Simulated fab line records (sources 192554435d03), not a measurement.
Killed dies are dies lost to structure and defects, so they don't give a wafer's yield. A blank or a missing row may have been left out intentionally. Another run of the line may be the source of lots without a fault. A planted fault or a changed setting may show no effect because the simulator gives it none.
Struck lot and sound lot, side by side + flow n5Finfet + 37 out of 1938 route steps
Sound: these wafers, L529.2, L529.3, L529.5. Wafers struck: L538.1, L538.5, L538.6. The cause comes at the end.
Each step with rows lists, per side, the tool, then ch with its chambers, then its first start. Under that, the readings that differ: sound wafers + struck wafers + difference of the means + sigmas: that difference in standard deviations of wafers without a fault.
alike: readings with means less than 2 such deviations apart, plus words and numbers identical on both sides. not compared: withheld readings, readings lacking a value on some wafer, bounds such as >300 that could conceal the same value, and numbers that have no deviation in the record and whose values overlap.
Wherever a step has rows on one side only, a row that says differs or no value, or a row with sigmas, the two part there. When numbers do not overlap yet have no deviation, they are printed without sigmas and do not part them. Lack of a reading on every wafer of one side parts them only where that side has two or more wafers.

first, 10 steps without rows for these wafers: N5_PMOS_HMC_CHANNEL_EPI_DESCUM_14 (chemistry O2, time 7.9 s); N5_PMOS_HMC_CHANNEL_EPI_ETCH_32 (etches BARC in N2/H2, stops on SiO2, target depth 85.8 nm, time 50.3 s); N5_PMOS_HMC_CHANNEL_EPI_HM_OPEN_15 (chemistry CHF3/O2, target SiO2, target depth 40.6 nm, time 20.3 s); N5_PMOS_HMC_CHANNEL_EPI_STRIP_33 (strips in N2/H2); N5_PMOS_HMC_CHANNEL_EPI_STRIP_17 (strips in SPM, time 750 s); N5_PMOS_HMC_CHANNEL_EPI_ETCH_38 (etches SiO2 in CF4, target depth 1.5 nm); N5_PMOS_HMC_CHANNEL_EPI_FIN_RECESS_16 (chemistry HBr/Cl2, target Si, target depth 54 nm, time 18 s); N5_PMOS_HMC_CHANNEL_EPI_PRECLEAN_36 (cleans in O3/DIW, time 45 s); N5_PMOS_HMC_CHANNEL_EPI_PRECLEAN_18 (cleans in DHF, time 30 s); N5_PMOS_HMC_CHANNEL_EPI_SRD_19 (time 30 s).
N5_PMOS_HMC_CHANNEL_EPI_EPI_20: deposits SiGe30, target thk 59 nm.
  sound on epiRpcvd-02 ch 0, day 2 12:38; struck on epiRpcvd-02 ch 0, day 4 18:26
  alike: lampInnerPct
then, 24 steps without rows for these wafers: N5_PMOS_HMC_CHANNEL_EPI_HM_STRIP_35 (strips SiO2 in dHF, material SiO2, target depth 39.6 nm, time 216 s); N5_PMOS_HMC_CHANNEL_EPI_SRD_39 (time 30 s); N5_PMOS_HMC_CHANNEL_EPI_CMP_21 (polishes SiGe30, target thk 54 nm); N5_PMOS_HMC_CHANNEL_EPI_PRECLEAN_40 (cleans in DHF, time 30 s); N5_PMOS_HMC_CHANNEL_EPI_PRECLEAN_37 (cleans in O3/DIW, time 45 s); N5_PMOS_HMC_CHANNEL_EPI_PRECLEAN_24 (cleans in DHF, time 30 s); N5_PMOS_HMC_CHANNEL_EPI_SRD_25 (time 30 s); N5_PMOS_HMC_CHANNEL_EPI_EPI_26 (deposits Si from SiH4/H2, target thk 3.8 nm, time 22.7 s); N5_FIN_SAQP_PRECLEAN_42 (cleans in O3/DIW, time 60 s); N5_FIN_SAQP_PRECLEAN_00 (cleans in SC1, time 60 s); N5_FIN_SAQP_PRECLEAN_44 (cleans in SC2, time 45 s); N5_FIN_SAQP_SRD_01 (time 30 s); N5_FIN_SAQP_ALD_61 (deposits SiO2, target thk 4 nm, pulse time 1 s, purge time 2 s); N5_FIN_SAQP_DENSIFY_62 (time 60 s); N5_FIN_SAQP_HM_DEP_03 (deposits SiNx from SiH4/NH3/N2, target thk 38 nm, time 33.6 s); N5_FIN_SAQP_PECVD_47 (deposits a-Si from SiH4/He, target thk 45 nm, time 36.3 s); N5_FIN_SAQP_PECVD_48 (deposits SiNx from SiH4/NH3/N2, target thk 25 nm, time 22.1 s); N5_FIN_SAQP_PECVD_06 (deposits a-Si from SiH4/He, target thk 60 nm, time 48.1 s); N5_FIN_SAQP_HM_DEP_72 (deposits SiO2 from SiH4/N2O, target thk 12 nm, time 7.2 s); N5_FIN_SAQP_COAT_49 (time 60 s, resist thk 100 nm); N5_FIN_SAQP_COAT_50 (time 60 s, resist thk 35 nm); N5_FIN_SAQP_COAT_10 (resist thk 90 nm); N5_FIN_SAQP_EBR_12; N5_FIN_SAQP_SOFTBAKE_11 (time 60 s).
-- record jumps: 6 days separate the struck wafers' starts on either side; left off in module FIN_SAQP, taken up again in module BEOL_M4, whose first shown step is the route's number 1111 --
N5_BEOL_M4_RC_MEAS_101:
  sound on prober-02 ch 0, day 8 07:23; struck on prober-02 ch 0, day 11 04:07
| reading             | sound                      | struck                     | difference | sigmas |
|---------------------|----------------------------|----------------------------|------------|--------|
| IOFF_P (nA/um)      | 0.28 0.26 0.26             | 0.50 0.50 0.52             | +0.24      | +6     |
| IOFF_P_85C (nA/um)  | 4.7 4.4 4.4                | 7.8 7.6 7.9                | +3.3       | +5     |
| IOFF_P_LIN (nA/um)  | 0.125 0.119 0.119          | 0.248 0.248 0.255          | +0.129     | +8     |
| IOFF_P_LONG (nA/um) | 0.000116 0.000116 0.000118 | 0.000261 0.000262 0.000264 | +0.000146  | +17    |
| ION_P (uA/um)       | 470 466 472                | 510 511 518                | +44        | +6     |
| VT_P (mV)           | -242 -243 -246             | -227 -225 -224             | +18        | +5     |
| VT_P_LONG (mV)      | -268.6 -272.3 -272.1       | -242.2 -242.5 -244.5       | +27.9      | +10    |
| VT_P_LVT (mV)       | -92 -94 -93                | -73 -73 -72                | +20        | +6     |
  alike: DIBL_N, DIBL_P, IOFF_N, ION_N, SS_N, SS_P, VT_N
-- a jump in the record: the struck wafers' starts before and after are 4 days apart (it breaks off in module BEOL_M4 and resumes in module PASSIVATION, where the first step shown is number 1936 of the route) --
N5_PASSIVATION_PROBE_49:
  sound on prober-01, day 12 20:54; struck on prober-01, day 15 10:32
| reading                | sound          | struck           | difference | sigmas      |
|------------------------|----------------|------------------|------------|-------------|
| sort_bin_4_leakage (%) | 0 0 0          | 13.14 9.66 14.49 | +12.43     | +99 or more |
| sortNPass              | 1075 1043 1088 | 909 962 890      | -148       | -9          |
| sortYieldPct (%)       | 91.1 88.4 92.2 | 77.0 81.5 75.4   | -12.6      | -9          |
  alike: defectLimitedYield, killed_at_M0_to_M3, killed_at_M4_up, killedAtContacts, killedAtFrontEnd, killedAtOther, killedDies, killedOpen, killedShort, sort_bin_5_function, sort_bin_6_memory

WHERE THEY PART
Last at N5_PASSIVATION_PROBE_49 as far as this record goes, first at N5_BEOL_M4_RC_MEAS_101.

WHY: whatever the simulator had introduced
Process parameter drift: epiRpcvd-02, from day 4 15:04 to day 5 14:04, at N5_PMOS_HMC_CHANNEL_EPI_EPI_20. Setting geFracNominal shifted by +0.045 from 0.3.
